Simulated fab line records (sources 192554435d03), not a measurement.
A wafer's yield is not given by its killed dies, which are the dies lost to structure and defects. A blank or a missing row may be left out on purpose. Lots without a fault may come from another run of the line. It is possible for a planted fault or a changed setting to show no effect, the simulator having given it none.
Split-lot experiment	flow n5-finfet	route with 1938 steps; 7 lots, 39 wafers read

THE SPLIT
At N5_HKMG_FIN_HK_ALD_01 (deposits HfO2, target thk 1.6 nm, pulse time 3 s, purge time 3 s), the setting ald-cycles was moved away from the recipe's 30 on 18 of the 39 wafers read, by -50.0% to +60.0%. This setting was run at the recipe's value on the other wafers.

FROM THE SPLIT TO THE READING: what the file shows between them, 4 steps
- N5_HKMG_FIN_HK_ANNEAL_02: time 30 s
- N5_HKMG_FIN_ALD_74: deposits La2O3, target thk 0.5 nm, pulse time 6 s, co reactant pulse time 1 s
- N5_HKMG_FIN_WET_ETCH_82: etches La2O3 in dHCl, stops on HfO2, target depth 2 nm, rinse time 30 s
- N5_HKMG_FIN_ALD_36: deposits TiN, target thk 1 nm, pulse time 1 s, purge time 3 s

THE READING
HK_THK, in nm, at N5_HKMG_FIN_THK_MEAS_70 (measures by xrf). On this fab line, fault-free wafers typically give 1.600 nm with a standard deviation of 0.02 nm.

wafer	tool, chamber at the split	ald-cycles as run	against the recipe	HK_THK, nm	against lot-mates on the recipe
L074.1	ald-hk-02, 1,3,0	30	recipe	1.596	-
L074.2	ald-hk-02, 1,3,0	30	recipe	1.594	-
L074.3	ald-hk-02, 1,3,0	30	recipe	1.604	-
L074.4	ald-hk-02, 2	17	-43.3%	0.896	-0.702
L074.5	ald-hk-02, 1,0	17	-43.3%	0.914	-0.684
L074.6	ald-hk-02, 1,0	17	-43.3%	0.906	-0.692
L078.1	ald-hk-03, 3	17	-43.3%	0.903	-0.702
L078.2	ald-hk-03, 1,0	17	-43.3%	0.928	-0.677
L078.3	ald-hk-03, 1,0	17	-43.3%	0.918	-0.687
L078.4	ald-hk-03, 2,2,1	30	recipe	1.611	-
L078.5	ald-hk-03, 2,2,1	30	recipe	1.607	-
L078.6	ald-hk-03, 2,2,1	30	recipe	1.596	-
L086.1	ald-hk-01, 3,1,3	30	recipe	1.585	-
L086.2	ald-hk-01, 3,1,3	30	recipe	1.590	-
L086.3	ald-hk-01, 0,2,2	15	-50.0%	0.808	-0.779
L086.4	ald-hk-01, 0,2,2	15	-50.0%	0.791	-0.796
L086.5	ald-hk-01, 3,1,3	30	recipe	1.585	-
L086.6	ald-hk-01, 0,2,2	15	-50.0%	0.811	-0.776
L091.3	ald-hk-03, 3,2,0	30	recipe	1.612	-
L091.4	ald-hk-03, 3,2,0	30	recipe	1.617	-
L091.6	ald-hk-03, 3,2,0	30	recipe	1.610	-
L092.1	ald-hk-03, 1,0,0	19	-36.7%	1.027	-0.576
L092.2	ald-hk-03, 1,0,0	19	-36.7%	0.989	-0.614
L092.3	ald-hk-03, 2,3,3	30	recipe	1.605	-
L092.4	ald-hk-03, 2,3,3	30	recipe	1.591	-
L092.5	ald-hk-03, 2,3,3	30	recipe	1.612	-
L092.6	ald-hk-03, 1,0,0	19	-36.7%	1.014	-0.589
L095.1	ald-hk-01, 2,1,0	30	recipe	1.622	-
L095.2	ald-hk-01, 3,0,3	20	-33.3%	1.041	-0.568
L095.3	ald-hk-01, 3,0,3	20	-33.3%	1.110	-0.499
L095.4	ald-hk-01, 2,1,0	30	recipe	1.609	-
L095.5	ald-hk-01, 3,0,3	20	-33.3%	1.045	-0.564
L095.6	ald-hk-01, 2,1,0	30	recipe	1.597	-
L097.1	ald-hk-01, 3,0,1	30	recipe	1.597	-
L097.2	ald-hk-01, 3,0,1	30	recipe	1.616	-
L097.3	ald-hk-01, 1,2,0	48	+60.0%	2.563	+0.953
L097.4	ald-hk-01, 1,2,0	48	+60.0%	2.562	+0.952
L097.5	ald-hk-01, 3,0,1	30	recipe	1.618	-
L097.6	ald-hk-01, 1,2,0	48	+60.0%	2.598	+0.988
Where a row lists several chambers, the file gives one row for several wafers and doesn't say which wafer went through which chamber.

FIT RESULTS
A straight line over all 39 wafers: HK_THK changes by +0.0161 nm for each +1% of ald-cycles; r = +1.00; the points scatter about the line by 0.015 nm.
The same after taking each lot's own level away (the mean of its wafers on the recipe; 39 wafers): +0.016 nm for each +1%; r = +1.00; scatter 0.014 nm.
Per that fit: largest ald-cycles move, reading shift of 0.96 nm.
The lots' own levels span 1.5867 to 1.6130 nm, that is 1.3 times the standard deviation above.
So the lot-to-lot level changes the slope little: the two slopes agree.
Check: for one of the wafers moved furthest among these (+60.0%), held out of the fit, the line's prediction against its lot-mates is +0.961 nm. It came out at +0.953 nm against them.

THE WHOLE CHAIN: every reading that the file lists as answering this split, in the file's order
step	what it does	reading	change (the file's fit)	r (the file's)
N5_HKMG_FIN_HK_ALD_01	deposits HfO2, target thk 1.6 nm, pulse time 3 s, purge time 3 s	HfO2_of_HKMG_FIN_HK_ALD_01.thk-nm (the simulator's own value, which no gauge read)	+0.0162 nm for each +1% of the setting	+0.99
N5_HKMG_FIN_THK_MEAS_70	measures by xrf	HK_THK	+0.016 for each +1% of the setting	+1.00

THE FILE'S OWN FIT
HK_THK changes by +0.016 nm for each +1% of ald-cycles, r = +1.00.
